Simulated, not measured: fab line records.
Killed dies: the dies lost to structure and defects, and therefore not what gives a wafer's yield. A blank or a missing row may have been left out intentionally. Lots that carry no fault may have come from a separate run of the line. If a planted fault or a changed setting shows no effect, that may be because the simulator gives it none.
Struck lot and sound lot, side by side / flow n5_finfet / 38 steps out of a route of 1938
Sound: wafers L585.2, L585.4, L585.6. Struck: wafer L588.3 (left out: L588.4, L588.5 of the same lot, which were not struck); the cause appears at the end.
At each step with rows: each side's tool, then ch and its chambers, then its first start. Under that, the readings that differ: sound wafers / struck wafers / difference of the means / sigmas: that difference in standard deviations of wafers without a fault.
alike: readings with means less than 2 such deviations apart, plus words and numbers identical on both sides. not compared: withheld readings, readings lacking a value on some wafer, bounds such as >300 that could conceal the same value, and numbers that have no deviation in the record and whose values overlap.
Wherever a step has rows on one side only, a row that says differs or no value, or a row with sigmas, the two part there. Numbers that don't overlap but have no deviation are shown without sigmas and don't part them. A reading missing from all wafers of one side parts the sides only when that side holds two or more wafers.

first, 11 steps without rows for these wafers: N5_BEOL_M0_CUTY_STRIP_64 (strips in N2/H2); N5_BEOL_M0_ETCH_138 (etches SiCN in CH3F/O2, target depth 12 nm, time 31.6 s); N5_BEOL_M0_HM_OPEN_105 (chemistry Cl2/BCl3, target TiN, target depth 12 nm); N5_BEOL_M0_STRIP_140 (strips in CF4); N5_BEOL_M0_STRIP_104 (strips in N2/H2); N5_BEOL_M0_WET_ETCH_106 (etches SiO2 in DHF, target depth 130 nm, rinse time 30 s); N5_BEOL_M0_ETCH_128 (etches SiCN in CF4/N2, target depth 12 nm, overetch 5.1 nm, time 21.4 s); N5_BEOL_M0_TRENCH_ETCH_107 (etches SiOC in C4F6/O2, target depth 32.8 nm, time 16.4 s); N5_BEOL_M0_STRIP_142 (strips in N2/H2, time 10 s); N5_BEOL_M0_HM_STRIP_129 (strips TiN in peroxide tin strip, target depth 17 nm, time 108 s); N5_BEOL_M0_SRD_130 (time 30 s).
N5_BEOL_M0_ETCH_109: etches SiCN in CH3F/O2, target depth 8 nm, overetch 2.4 nm, time 27.4 s.
  sound on rie_diel-01 ch 0,1,3, day 6 17:37; struck on rie_diel-01 ch 0, day 7 11:09
  alike: drypump_motor_current_A, oes_product_au, rf_vpp_V, showerhead_plenum_p_Torr, throttle_valve_pct
  not compared: rf_hours_counter_h
then, 25 steps without rows for these wafers: N5_BEOL_M0_STRIP_139 (strips in post etch residue remover, time 60 s); N5_BEOL_M0_SRD_111 (time 30 s); N5_BEOL_M0_DEGAS_112 (time 60 s); N5_BEOL_M0_PRE_CLEAN_113 (time 30 s); N5_BEOL_M0_ALD_136 (deposits TaN, pulse time 2 s, purge time 3 s, co reactant purge time 2 s); N5_BEOL_M0_SURFACE_TREAT_137; N5_BEOL_M0_CVD_115 (deposits Co from CCTBA/H2, time 120 s); N5_BEOL_M0_SPUTTER_116 (material Cu, target thk 4 nm, time 7.37 s); N5_BEOL_M0_ANNEAL_117 (time 60 s); N5_BEOL_M0_SPUTTER_132 (material Cu, target thk 4 nm, time 7.37 s); N5_BEOL_M0_ANNEAL_133 (time 60 s); N5_BEOL_M0_SPUTTER_134 (material Cu, target thk 4 nm, time 7.37 s); N5_BEOL_M0_ANNEAL_135 (time 60 s); N5_BEOL_M0_SPUTTER_141 (material Cu, target thk 4 nm, time 7.37 s); N5_BEOL_M0_ECD_118 (material Cu, target thk 300 nm); N5_BEOL_M0_ANNEAL_119 (time 90 s); N5_BEOL_M0_CMP_120 (polishes, stops on SiOC, t overpolish 6.9 s); N5_BEOL_M0_PRE_CLEAN_131 (time 15 s); N5_BEOL_M0_CO_CAP_123 (material Co, precursor CCTBA/H2, target thk 2 nm, time 102.1 s); N5_BEOL_M0_PRE_CLEAN_124 (time 15 s); N5_BEOL_M0_DEP_125 (deposits SiCN from 3MS/NH3, target thk 8 nm, time 14 s); N5_BEOL_M1_ILD_DEP_00 (deposits SiOC from DEMS/O2, target thk 79 nm, time 15.3 s); N5_BEOL_M1_PECVD_72 (deposits SiO2 from TEOS/O2, target thk 16 nm, time 18 s); N5_BEOL_M1_HM_DEP_02 (deposits TiN, target thk 20 nm); N5_BEOL_M1_COAT_61 (time 60 s, resist thk 60 nm).
-- the record jumps here: 7 days lie between the struck wafers' starts before and after (it left off in module BEOL_M1 and takes up again in module PASSIVATION, whose first step shown is number 1936 of the route) --
N5_PASSIVATION_PROBE_49:
  only the struck wafers here have rows in the record (prober-02, day 14 12:22); the sound ones have none

WHERE THEY PART
Only at N5_PASSIVATION_PROBE_49, as far as this record shows.

WHY: what the simulator had put in
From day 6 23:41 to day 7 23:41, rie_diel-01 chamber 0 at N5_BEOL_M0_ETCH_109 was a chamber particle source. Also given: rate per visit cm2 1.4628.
